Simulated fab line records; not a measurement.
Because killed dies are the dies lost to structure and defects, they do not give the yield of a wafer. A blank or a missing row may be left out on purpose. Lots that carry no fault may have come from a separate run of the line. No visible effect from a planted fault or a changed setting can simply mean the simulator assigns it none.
Comparing a struck lot with a sound one -- flow nandHarc -- 28 out of 1302 route steps
Sound: wafers L482.1, L482.5, L482.6. Struck: wafers L494.1, L494.2, L494.4. At the end, the cause is stated.
Each step with rows lists, per side, the tool, then ch with its chambers, then its first start. Under that, the readings that differ: sound wafers -- struck wafers -- difference of the means -- sigmas: that difference in standard deviations of wafers without a fault.
alike: readings whose means differ by less than 2 such deviations, and words and numbers that are the same on both sides. not compared: withheld readings, readings that some wafer has no value for, bounds like >300 that may hide the same value, and numbers for which the record gives no deviation and whose values overlap.
A row with sigmas, a row that says differs or no value, or rows on one side alone: a step with any of these is where the two part. When numbers do not overlap yet have no deviation, they are printed without sigmas and do not part them. A reading that every wafer of one side lacks parts them only if that side has two wafers or more.

first, 6 steps without rows for these wafers: NHARC_A_ONON_D2_DEP_06 (target thk 1000 nm); NHARC_A_ONON_D2_DEP_09 (target thk 1000 nm); NHARC_A_ONON_D2_DEP_12 (target thk 1000 nm); NHARC_A_ONON_D2_ANNEAL_15 (time 3600 s); NHARC_A_ONON_D2_DEP_16 (target thk 1000 nm); NHARC_A_ONON_D2_DEP_19 (target thk 1000 nm).
NHARC_A_ONON_D2_DEP_22: target thk 1000 nm.
  sound on pecvdOnon-04 ch 0, day 13 21:59; struck on pecvdOnon-04 ch 0, day 18 10:29
then, 20 steps without rows for these wafers: NHARC_A_ONON_D2_DEP_25 (target thk 1000 nm); NHARC_A_ONON_D2_DEP_28 (target thk 1000 nm); NHARC_A_ONON_D2_DEP_33 (deposits SiO2, target thk 200 nm); NHARC_A_CHANNEL_HOLE_D2_DEP_00 (deposits aC, target thk 3100 nm); NHARC_A_CHANNEL_HOLE_D2_DEP_01 (deposits SiON, target thk 140 nm); NHARC_A_CHANNEL_HOLE_D2_DEHYDRATE_02 (time 120 s); NHARC_A_CHANNEL_HOLE_D2_HMDS_03 (time 30 s); NHARC_A_CHANNEL_HOLE_D2_COAT_36 (time 75 s); NHARC_A_CHANNEL_HOLE_D2_COAT_37 (time 65 s); NHARC_A_CHANNEL_HOLE_D2_COAT_04 (resist thk 90 nm); NHARC_A_CHANNEL_HOLE_D2_SOFTBAKE_05 (time 55 s); NHARC_A_CHANNEL_HOLE_D2_EBR_06; NHARC_A_CHANNEL_HOLE_D2_EXPOSE_07 (exposes mask HOLE D2, target cd 100 nm); NHARC_A_CHANNEL_HOLE_D2_PEB_08 (peb time 65 s); NHARC_A_CHANNEL_HOLE_D2_DEVELOP_09 (develop time 35 s); NHARC_A_CHANNEL_HOLE_D2_DESCUM_15 (chemistry O2, time 3 s); NHARC_A_CHANNEL_HOLE_D2_ETCH_38 (etches the open film in CF4, target depth 39 nm, time 65 s); NHARC_A_CHANNEL_HOLE_D2_ETCH_39 (etches the open film in N2/H2, target depth 260 nm, time 325 s); NHARC_A_CHANNEL_HOLE_D2_ETCH_34 (etches the open film in CF4/CHF3, target depth 154 nm, time 77 s); NHARC_A_CHANNEL_HOLE_D2_ETCH_16 (etches the open film in O2/COS, target depth 3100 nm, time 806 s).
-- break in the record here, with 12 days between the starts of the struck wafers on either side (left off in module A_CHANNEL_HOLE_D2, picked up again in module END, where the first step shown is number 1302 on the route) --
NHARC_END_SORT_01:
  sound on prober-01 ch 0, day 25 13:00; struck on prober-01 ch 0, day 30 09:08
reading,sound,struck,difference,sigmas
killedAtArray,20 28 20,124 123 117,+99,+5
killedAtPeriphery,10 10 8,0 4 2,-7,-3
killedDies,30 38 29,124 128 119,+91,+5
  alike: killedAtOther, killedOpen, killedShort

## WHERE THEY PART
At NHARC_END_SORT_01 and nowhere else, as far as this record goes.

WHY: whatever the simulator had introduced
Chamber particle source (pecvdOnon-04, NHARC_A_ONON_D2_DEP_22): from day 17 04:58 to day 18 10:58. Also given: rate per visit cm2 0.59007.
